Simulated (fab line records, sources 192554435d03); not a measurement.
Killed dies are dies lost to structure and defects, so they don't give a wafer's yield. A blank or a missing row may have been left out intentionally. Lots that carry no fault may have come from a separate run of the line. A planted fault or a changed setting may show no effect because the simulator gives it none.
What tool caused it? | flow n5Finfet | 10 lots, 29 wafers sampled, at 5 steps of a route of 1938

== WHAT EACH GAUGE READ, for each wafer ==
Not one reading of a measure or inspect step in the record can be checked against a usual standard deviation.

== WHAT TOOL EACH LOT RAN ON (gives the tool, then ch and the chambers of the sampled wafers, and finally the start) ==
lot  | N5_BEOL_M14_DESCUM_15             | N5_BEOL_M14_STRIP_63                         | N5_BEOL_M14_ETCH_67               | N5_BEOL_M14_DEGAS_41        | N5_PASSIVATION_PROBE_49
L891 | rieDiel-03 ch 2,3, day 11 05:32   | rieDiel-03 ch 2,3, day 11 06:26 or earlier   | rieDiel-03 ch 0,1,3, day 11 06:26 | pvdSputter-03, day 11 07:37 | -
L894 | rieDiel-03 ch 1,3, day 12 13:31   | rieDiel-03 ch 1,3, day 12 14:25 or earlier   | rieDiel-03 ch 1,2, day 12 14:25   | pvdSputter-02, day 12 16:29 | -
L895 | rieDiel-03 ch 1,2, day 13 01:21   | rieDiel-03 ch 1,2, day 13 02:22 or earlier   | rieDiel-06 ch 1,2,3, day 13 02:22 | pvdSputter-01, day 13 04:35 | -
L900 | rieDiel-03 ch 1,2,3, day 13 21:16 | rieDiel-03 ch 1,2,3, day 13 22:10 or earlier | rieDiel-06 ch 0,1,2, day 13 22:10 | pvdSputter-01, day 14 00:34 | -
L907 | rieDiel-05 ch 0,1, day 16 01:01   | rieDiel-05 ch 0,1, day 16 02:08 or earlier   | rieDiel-03 ch 1,2, day 16 02:08   | pvdSputter-03, day 16 04:29 | prober-01, day 17 00:28
L908 | rieDiel-06 ch 0,2,3, day 16 01:42 | rieDiel-06 ch 0,2,3, day 16 02:43 or earlier | rieDiel-06 ch 1,3, day 16 02:43   | pvdSputter-01, day 16 04:32 | -
L909 | rieDiel-06 ch 1,2,3, day 16 20:14 | rieDiel-06 ch 1,2,3, day 16 21:07 or earlier | rieDiel-03 ch 0,1,3, day 16 21:07 | pvdSputter-03, day 16 22:49 | -
L910 | rieDiel-03 ch 0,1,2, day 17 01:22 | rieDiel-03 ch 0,1,2, day 17 02:34 or earlier | rieDiel-03 ch 1,2, day 17 02:34   | pvdSputter-01, day 17 05:30 | -
L912 | rieDiel-05 ch 0,1,3, day 17 04:58 | rieDiel-05 ch 0,1,3, day 17 05:59 or earlier | rieDiel-06 ch 1,2, day 17 05:59   | pvdSputter-01, day 17 10:49 | -
L913 | rieDiel-06 ch 0,1,2, day 17 14:34 | rieDiel-06 ch 0,1,2, day 17 15:29 or earlier | rieDiel-05 ch 0,2,3, day 17 15:29 | pvdSputter-02, day 17 22:20 | -
- N5_BEOL_M14_DESCUM_15: chemistry O2, time 7.9 s.
- N5_BEOL_M14_STRIP_63: strips in O2.
- N5_BEOL_M14_ETCH_67: etches SiARC in CF4, target depth 143 nm, time 238.3 s.
- N5_BEOL_M14_DEGAS_41: time 60 s.
- N5_PASSIVATION_PROBE_49

== WHAT THE TOOLS THEMSELVES READ (means of the sampled wafers that have a number; where no wafer has one, the mark that the record gives instead) ==
N5_BEOL_M14_DESCUM_15.
lot  | tool       | drypumpMotorCurrentA (A) | oesProductAu (a.u.) | rfVppV (V) | showerheadPlenumPTorr (Torr) | throttleValvePct (%)
L891 | rieDiel-03 | 6.1                      | 0.75                | 242.9      | 2.09                         | 20.67
L894 | rieDiel-03 | 6.0                      | 0.78                | 244.9      | 2.16                         | 20.67
L895 | rieDiel-03 | 6.1                      | 0.77                | 240.7      | 1.98                         | 20.71
L900 | rieDiel-03 | 6.1                      | 0.77                | 243.0      | 2.06                         | 20.71
L907 | rieDiel-05 | 5.6                      | 0.95                | 245.2      | 2.23                         | 20.23
L908 | rieDiel-06 | 6.1                      | 0.81                | 242.5      | 2.02                         | 20.36
L909 | rieDiel-06 | 6.1                      | 0.82                | 243.1      | 2.09                         | 20.33
L910 | rieDiel-03 | 5.9                      | 0.81                | 241.7      | 2.02                         | 20.53
L912 | rieDiel-05 | 5.7                      | 0.89                | 245.7      | 2.22                         | 20.22
L913 | rieDiel-06 | 5.8                      | 0.81                | 242.6      | 2.08                         | 20.37

N5_BEOL_M14_STRIP_63.
lot  | tool       | drypumpMotorCurrentA (A) | oesProductAu (a.u.) | rfVppV (V) | showerheadPlenumPTorr (Torr) | throttleValvePct (%)
L891 | rieDiel-03 | 6.2                      | 0.75                | 3.9        | 2.10                         | 16.92
L894 | rieDiel-03 | 6.1                      | 0.78                | 3.6        | 2.16                         | 16.88
L895 | rieDiel-03 | 6.1                      | 0.77                | 4.0        | 1.98                         | 16.96
L900 | rieDiel-03 | 6.1                      | 0.77                | 3.9        | 2.07                         | 16.94
L907 | rieDiel-05 | 5.7                      | 0.94                | 4.0        | 2.23                         | 16.43
L908 | rieDiel-06 | 6.2                      | 0.82                | 3.8        | 2.03                         | 16.57
L909 | rieDiel-06 | 6.1                      | 0.83                | 3.5        | 2.09                         | 16.56
L910 | rieDiel-03 | 5.9                      | 0.80                | 4.1        | 2.02                         | 16.77
L912 | rieDiel-05 | 5.7                      | 0.89                | 3.6        | 2.22                         | 16.44
L913 | rieDiel-06 | 5.8                      | 0.80                | 4.5        | 2.08                         | 16.62

N5_BEOL_M14_ETCH_67.
lot  | tool       | drypumpMotorCurrentA (A) | etchRfOnTimeS (s) | oesProductAu (a.u.) | rfVppV (V) | showerheadPlenumPTorr (Torr) | throttleValvePct (%)
L891 | rieDiel-03 | 5.9                      | 236               | 0.67                | 184.7      | 2.18                         | 15.77
L894 | rieDiel-03 | 6.0                      | 234               | 0.70                | 183.2      | 2.10                         | 15.85
L895 | rieDiel-06 | 6.0                      | 234               | 0.74                | 183.4      | 2.14                         | 15.42
L900 | rieDiel-06 | 5.8                      | 237               | 0.71                | 183.7      | 2.13                         | 15.51
L907 | rieDiel-03 | 6.0                      | 297               | 0.61                | 182.4      | 2.06                         | 15.92
L908 | rieDiel-06 | 6.1                      | 240               | 0.69                | 184.5      | 2.13                         | 15.48
L909 | rieDiel-03 | 5.9                      | 252               | 0.68                | 184.1      | 2.16                         | 15.68
L910 | rieDiel-03 | 6.1                      | 259               | 0.61                | 182.4      | 2.02                         | 15.97
L912 | rieDiel-06 | 6.0                      | 232               | 0.71                | 184.2      | 2.13                         | 15.49
L913 | rieDiel-05 | 5.5                      | 237               | 0.73                | 186.5      | 2.26                         | 15.52

N5_BEOL_M14_DEGAS_41.
lot  | tool          | heaterPowerW (W)
L891 | pvdSputter-03 | 460
L894 | pvdSputter-02 | 481
L895 | pvdSputter-01 | 521
L900 | pvdSputter-01 | 485
L907 | pvdSputter-03 | 494
L908 | pvdSputter-01 | 491
L909 | pvdSputter-03 | 482
L910 | pvdSputter-01 | 496
L912 | pvdSputter-01 | 497
L913 | pvdSputter-02 | 483

N5_PASSIVATION_PROBE_49.
lot  | tool      | defectLimitedYield (%) | killed_at_M0_to_M3 | killed_at_M4_up | killedAtContacts | killedAtFrontEnd | killedAtOther | killedDies | killedOpen | killedShort | sort_bin_5_function (%) | sort_bin_6_memory (%) | sort_bin_8_speed (%) | sortNPass | sortYieldPct (%)
L907 | prober-01 | 91.5                   | 36                 | 11              | 8                | 41               | 3.0           | 100        | 62         | 36          | 4.8                     | 3.4                   | 0.00                 | 1080      | 91.5

== THE ANSWER, worked out from the rows above alone ==
Rule: the lots themselves supply what counts as usual. The widest of any qualifying gaps counts: lots, ordered by their means at a reading, are off when they make up no more than a third of the lots, leave a main group of 4 or more, and stand apart from it by 3 or more times the standard deviation of that group's means. The tables above print the reading to a certain number of digits; a main group whose means all agree to those digits is not used. Also off: a lot with no number at a reading for which 4 or more lots have one. The other lots that the step has rows for count as sound. Order of review: gauges by route order, followed by the tools' own readings, for which a lot's mean as printed above is used. The first step at which some lot is off is used, and at that step the reading that is off furthest; a lot without a number counts as furthest.
Off at N5_BEOL_M14_ETCH_67 (etchRfOnTimeS): L907, L909, L910. Main group: mean 236 s, sd 2.4.
A tool fits if, at that step or a process step before it, it ran every lot that is off, and no sound lot after the first of them. With no start given for some of its lots, N5_BEOL_M14_STRIP_63 uses the hours and lot order of N5_BEOL_M14_ETCH_67. One fits: N5_BEOL_M14_ETCH_67 on rieDiel-03. A fault onset in the window from L894 (day 12 14:25, its last sound lot) to L907 (day 16 02:08, its first lot off) fits.
On the lots that are off, the tool's own readings at N5_BEOL_M14_ETCH_67 differ by more than 5 times the standard deviation of the sound lots' means, which bears it out; etchRfOnTimeS reads 269 s there versus 236 s on the sound lots.

== WHAT THE SIMULATOR HAD INSERTED ==
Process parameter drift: rieDiel-03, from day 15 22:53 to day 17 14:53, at N5_BEOL_M14_ETCH_67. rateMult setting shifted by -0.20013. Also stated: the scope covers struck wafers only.
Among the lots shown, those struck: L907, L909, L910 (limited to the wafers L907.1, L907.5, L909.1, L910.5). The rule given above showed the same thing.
